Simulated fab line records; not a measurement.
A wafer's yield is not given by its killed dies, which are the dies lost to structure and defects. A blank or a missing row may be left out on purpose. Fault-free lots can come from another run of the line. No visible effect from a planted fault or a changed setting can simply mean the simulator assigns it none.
What tool caused it?	flow n5 finfet	24 lots, 72 wafers sampled, at 6 steps of a route of 1938

WHAT THE GAUGES SHOWED, per wafer
The record lacks any reading of a measuring or inspecting step that a usual standard deviation could be used to judge.

WHICH TOOL RAN EACH LOT (tool, then ch and the chambers of the sampled wafers, then the start)
lot	N5_BEOL_M2_ANNEAL_95	N5_BEOL_M3_ANNEAL_82	N5_BEOL_M3_ANNEAL_87	N5_BEOL_M3_ANNEAL_95	N5_BEOL_M3_SPUTTER_96	N5_BEOL_M3_ANNEAL_51
L074	pvd sputter-03, day 6 23:32	pvd sputter-02, day 7 09:23	pvd sputter-02, day 7 09:36	pvd sputter-02, day 7 10:29	pvd sputter-02, day 7 10:37	rtp anneal-01 ch 0, day 7 11:02
L075	pvd sputter-02, day 7 03:13	pvd sputter-02, day 7 12:02	pvd sputter-02, day 7 12:16	pvd sputter-02, day 7 13:08	pvd sputter-02, day 7 13:17	rtp anneal-01 ch 0, day 7 13:29
L076	pvd sputter-01, day 7 13:17	pvd sputter-03, day 8 03:01	pvd sputter-03, day 8 03:14	pvd sputter-03, day 8 04:07	pvd sputter-03, day 8 04:16	rtp anneal-02 ch 0, day 8 04:43
L077	pvd sputter-01, day 7 16:38	pvd sputter-02, day 8 08:03	pvd sputter-02, day 8 08:16	pvd sputter-02, day 8 11:47	pvd sputter-02, day 8 11:55	rtp anneal-01 ch 0, day 8 12:07
L079	pvd sputter-01, day 8 03:56	pvd sputter-03, day 8 10:22	pvd sputter-03, day 8 10:35	pvd sputter-03, day 8 11:28	pvd sputter-03, day 8 11:36	rtp anneal-01 ch 0, day 8 11:48
L078	pvd sputter-01, day 8 05:51	pvd sputter-03, day 8 17:57	pvd sputter-03, day 8 18:10	pvd sputter-03, day 8 19:03	pvd sputter-03, day 8 19:11	rtp anneal-01 ch 0, day 8 19:23
L080	pvd sputter-03, day 8 08:58	pvd sputter-01, day 8 21:49	pvd sputter-01, day 8 22:02	pvd sputter-01, day 8 22:55	pvd sputter-01, day 8 23:04	rtp anneal-01 ch 0, day 8 23:15
L081	pvd sputter-03, day 8 20:56	pvd sputter-03, day 9 06:42	pvd sputter-03, day 9 06:55	pvd sputter-03, day 9 07:48	pvd sputter-03, day 9 07:56	rtp anneal-02 ch 0, day 9 08:08
L082	pvd sputter-01, day 9 05:18	pvd sputter-03, day 9 16:17	pvd sputter-03, day 9 16:30	pvd sputter-03, day 9 17:23	pvd sputter-03, day 9 17:31	rtp anneal-01 ch 0, day 9 17:43
L083	pvd sputter-03, day 9 12:38	pvd sputter-01, day 10 06:26	pvd sputter-01, day 10 06:40	pvd sputter-01, day 10 07:32	pvd sputter-01, day 10 07:41	rtp anneal-02 ch 0, day 10 08:01
L084	pvd sputter-01, day 9 20:39	pvd sputter-01, day 10 11:57	pvd sputter-01, day 10 12:10	pvd sputter-01, day 10 13:03	pvd sputter-01, day 10 13:11	rtp anneal-01 ch 0, day 10 13:26
L085	pvd sputter-03, day 10 01:21	pvd sputter-03, day 10 15:49	pvd sputter-03, day 10 16:02	pvd sputter-03, day 10 16:55	pvd sputter-03, day 10 17:03	rtp anneal-01 ch 0, day 10 17:17
L086	pvd sputter-01, day 10 04:31	pvd sputter-01, day 10 15:57	pvd sputter-01, day 10 16:10	pvd sputter-01, day 10 17:03	pvd sputter-01, day 10 17:11	rtp anneal-02 ch 0, day 10 17:23
L087	pvd sputter-02, day 10 06:58	pvd sputter-01, day 10 19:29	pvd sputter-01, day 10 19:43	pvd sputter-01, day 10 20:35	pvd sputter-01, day 10 20:44	rtp anneal-02 ch 0, day 10 20:56
L088	pvd sputter-02, day 10 09:59	pvd sputter-03, day 10 22:56	pvd sputter-03, day 10 23:09	pvd sputter-03, day 11 00:02	pvd sputter-03, day 11 00:10	rtp anneal-02 ch 0, day 11 00:22
L090	pvd sputter-02, day 11 00:16	pvd sputter-02, day 11 10:58	pvd sputter-02, day 11 11:11	pvd sputter-02, day 11 12:04	pvd sputter-02, day 11 12:13	rtp anneal-01 ch 0, day 11 12:30
L089	pvd sputter-03, day 11 02:05	pvd sputter-01, day 11 10:58	pvd sputter-01, day 11 11:11	pvd sputter-01, day 11 12:04	pvd sputter-01, day 11 12:13	rtp anneal-02 ch 0, day 11 12:32
L091	pvd sputter-03, day 11 06:52	pvd sputter-03, day 11 23:20	pvd sputter-03, day 11 23:33	pvd sputter-03, day 12 00:26	pvd sputter-03, day 12 00:34	rtp anneal-01 ch 0, day 12 01:07
L092	pvd sputter-03, day 11 08:56	pvd sputter-02, day 12 02:29	pvd sputter-02, day 12 02:43	pvd sputter-02, day 12 03:35	pvd sputter-02, day 12 03:44	rtp anneal-02 ch 0, day 12 04:27
L094	pvd sputter-01, day 12 00:26	pvd sputter-01, day 12 08:40	pvd sputter-01, day 12 08:53	pvd sputter-01, day 12 09:46	pvd sputter-01, day 12 09:54	rtp anneal-01 ch 0, day 12 10:06
L093	pvd sputter-03, day 12 03:16	pvd sputter-02, day 12 10:59	pvd sputter-02, day 12 11:13	pvd sputter-02, day 12 12:05	pvd sputter-02, day 12 12:14	rtp anneal-01 ch 0, day 12 12:26
L095	pvd sputter-03, day 12 14:34	pvd sputter-02, day 13 02:56	pvd sputter-02, day 13 03:10	pvd sputter-02, day 13 04:02	pvd sputter-02, day 13 04:11	rtp anneal-02 ch 0, day 13 04:25
L096	pvd sputter-01, day 12 17:17	pvd sputter-01, day 13 03:38	pvd sputter-01, day 13 03:51	pvd sputter-01, day 13 04:44	pvd sputter-01, day 13 04:52	rtp anneal-01 ch 0, day 13 05:10
L097	pvd sputter-01, day 12 19:26	pvd sputter-02, day 13 13:21	pvd sputter-02, day 13 13:34	pvd sputter-02, day 13 14:27	pvd sputter-02, day 13 14:35	rtp anneal-02 ch 0, day 13 14:50
- N5_BEOL_M2_ANNEAL_95: time 240 s.
- N5_BEOL_M3_ANNEAL_82: time 240 s.
- N5_BEOL_M3_ANNEAL_87: time 240 s.
- N5_BEOL_M3_ANNEAL_95: time 240 s.
- N5_BEOL_M3_SPUTTER_96: material Cu, target thk 4.5 nm, time 8.29 s.
- N5_BEOL_M3_ANNEAL_51: time 90 s.

AS READ BY THE TOOLS THEMSELVES (means over the sampled wafers that have a number; for cases with no such wafer, the mark the record gives instead)
N5_BEOL_M2_ANNEAL_95. Usual: heater power w at 778 W, with a standard deviation of 65.
lot	tool	heater power w (W)	flag
L074	pvd sputter-03	822	
L075	pvd sputter-02	817	
L076	pvd sputter-01	798	
L077	pvd sputter-01	765	
L079	pvd sputter-01	763	
L078	pvd sputter-01	803	
L080	pvd sputter-03	770	
L081	pvd sputter-03	787	
L082	pvd sputter-01	810	
L083	pvd sputter-03	776	
L084	pvd sputter-01	768	
L085	pvd sputter-03	753	
L086	pvd sputter-01	789	
L087	pvd sputter-02	818	
L088	pvd sputter-02	820	
L090	pvd sputter-02	779	
L089	pvd sputter-03	783	
L091	pvd sputter-03	722	
L092	pvd sputter-03	753	
L094	pvd sputter-01	764	
L093	pvd sputter-03	768	
L095	pvd sputter-03	758	
L096	pvd sputter-01	746	
L097	pvd sputter-01	775	

N5_BEOL_M3_ANNEAL_82. Usual: heater power w at 792 W, with a standard deviation of 70.
lot	tool	heater power w (W)	flag
L074	pvd sputter-02	825	
L075	pvd sputter-02	776	
L076	pvd sputter-03	787	
L077	pvd sputter-02	845	
L079	pvd sputter-03	777	
L078	pvd sputter-03	746	
L080	pvd sputter-01	778	
L081	pvd sputter-03	816	
L082	pvd sputter-03	779	
L083	pvd sputter-01	862	
L084	pvd sputter-01	748	
L085	pvd sputter-03	760	
L086	pvd sputter-01	824	
L087	pvd sputter-01	783	
L088	pvd sputter-03	733	
L090	pvd sputter-02	817	
L089	pvd sputter-01	836	
L091	pvd sputter-03	753	
L092	pvd sputter-02	746	
L094	pvd sputter-01	787	
L093	pvd sputter-02	863	
L095	pvd sputter-02	861	
L096	pvd sputter-01	784	
L097	pvd sputter-02	821	

N5_BEOL_M3_ANNEAL_87. Usual: heater power w at 792 W, with a standard deviation of 72.
lot	tool	heater power w (W)	flag
L074	pvd sputter-02	851	
L075	pvd sputter-02	770	
L076	pvd sputter-03	772	
L077	pvd sputter-02	846	
L079	pvd sputter-03	771	
L078	pvd sputter-03	743	
L080	pvd sputter-01	794	
L081	pvd sputter-03	816	
L082	pvd sputter-03	786	
L083	pvd sputter-01	849	
L084	pvd sputter-01	763	
L085	pvd sputter-03	750	
L086	pvd sputter-01	810	
L087	pvd sputter-01	757	
L088	pvd sputter-03	746	
L090	pvd sputter-02	798	
L089	pvd sputter-01	827	
L091	pvd sputter-03	768	
L092	pvd sputter-02	750	
L094	pvd sputter-01	786	
L093	pvd sputter-02	867	
L095	pvd sputter-02	846	
L096	pvd sputter-01	786	
L097	pvd sputter-02	814	

N5_BEOL_M3_ANNEAL_95. Usual: heater power w at 793 W, with a standard deviation of 72.
lot	tool	heater power w (W)	flag
L074	pvd sputter-02	861	
L075	pvd sputter-02	787	
L076	pvd sputter-03	787	
L077	pvd sputter-02	850	
L079	pvd sputter-03	775	
L078	pvd sputter-03	737	
L080	pvd sputter-01	779	
L081	pvd sputter-03	812	
L082	pvd sputter-03	792	
L083	pvd sputter-01	857	
L084	pvd sputter-01	756	
L085	pvd sputter-03	766	
L086	pvd sputter-01	815	
L087	pvd sputter-01	766	
L088	pvd sputter-03	746	
L090	pvd sputter-02	814	
L089	pvd sputter-01	833	
L091	pvd sputter-03	752	
L092	pvd sputter-02	735	
L094	pvd sputter-01	794	
L093	pvd sputter-02	846	
L095	pvd sputter-02	849	
L096	pvd sputter-01	779	
L097	pvd sputter-02	806	

N5_BEOL_M3_SPUTTER_96. Usual: chamber pressure pa 0.07 Pa, standard deviation 0.00015; throttle valve pct 29.9 %, standard deviation 0.85.
lot	tool	chamber pressure pa (Pa)	throttle valve pct (%)	flag
L074	pvd sputter-02	0.07	29.1	
L075	pvd sputter-02	0.07	29.1	
L076	pvd sputter-03	0.07	30.4	
L077	pvd sputter-02	0.07	29.6	
L079	pvd sputter-03	0.07	30.5	
L078	pvd sputter-03	0.07	30.0	
L080	pvd sputter-01	0.07	29.9	
L081	pvd sputter-03	0.07	30.6	
L082	pvd sputter-03	0.07	30.4	
L083	pvd sputter-01	0.07	30.2	
L084	pvd sputter-01	0.07	30.5	
L085	pvd sputter-03	0.07	30.1	
L086	pvd sputter-01	0.07	30.7	
L087	pvd sputter-01	0.07	30.2	
L088	pvd sputter-03	0.07	30.1	
L090	pvd sputter-02	0.07	29.2	
L089	pvd sputter-01	0.07	30.4	
L091	pvd sputter-03	0.07	30.1	
L092	pvd sputter-02	0.07	29.0	
L094	pvd sputter-01	0.07	29.9	
L093	pvd sputter-02	0.07	28.8	
L095	pvd sputter-02	0.07	29.2	
L096	pvd sputter-01	0.07	29.9	
L097	pvd sputter-02	0.07	29.2	

N5_BEOL_M3_ANNEAL_51. Usual: wafer_temp_C_max at 226.30, with a standard deviation of 0.29.
lot	tool	wafer_temp_C_max	flag
L074	rtp anneal-01	226.15	
L075	rtp anneal-01	226.40	
L076	rtp anneal-02	226.54	
L077	rtp anneal-01	226.30	
L079	rtp anneal-01	226.22	
L078	rtp anneal-01	226.15	
L080	rtp anneal-01	226.03	
L081	rtp anneal-02	226.61	
L082	rtp anneal-01	226.59	
L083	rtp anneal-02	226.30	
L084	rtp anneal-01	226.21	
L085	rtp anneal-01	226.38	
L086	rtp anneal-02	226.39	
L087	rtp anneal-02	226.10	
L088	rtp anneal-02	226.64	
L090	rtp anneal-01	226.42	
L089	rtp anneal-02	226.39	
L091	rtp anneal-01	226.07	
L092	rtp anneal-02	226.64	
L094	rtp anneal-01	226.36	
L093	rtp anneal-01	226.65	
L095	rtp anneal-02	226.31	
L096	rtp anneal-01	226.40	
L097	rtp anneal-02	226.15	

THE ANSWER, worked out from the rows above alone
Rule: lot off if the mean of its wafers having a number is beyond 3 standard deviations from the usual mean. Also off: a lot with no number at a reading for which 4 or more lots have one. Any other lot the step has rows for is counted as sound. After the gauges, taken in route order, come the tools' own readings; for these a lot's mean is taken, as printed above. At the first step where some lot is off, the reading lying furthest off is the one used; lots without a number count as furthest.
Across all readings shown, no lot is off: no conclusion can be drawn from this.

WHAT THE SIMULATOR HAD PUT IN
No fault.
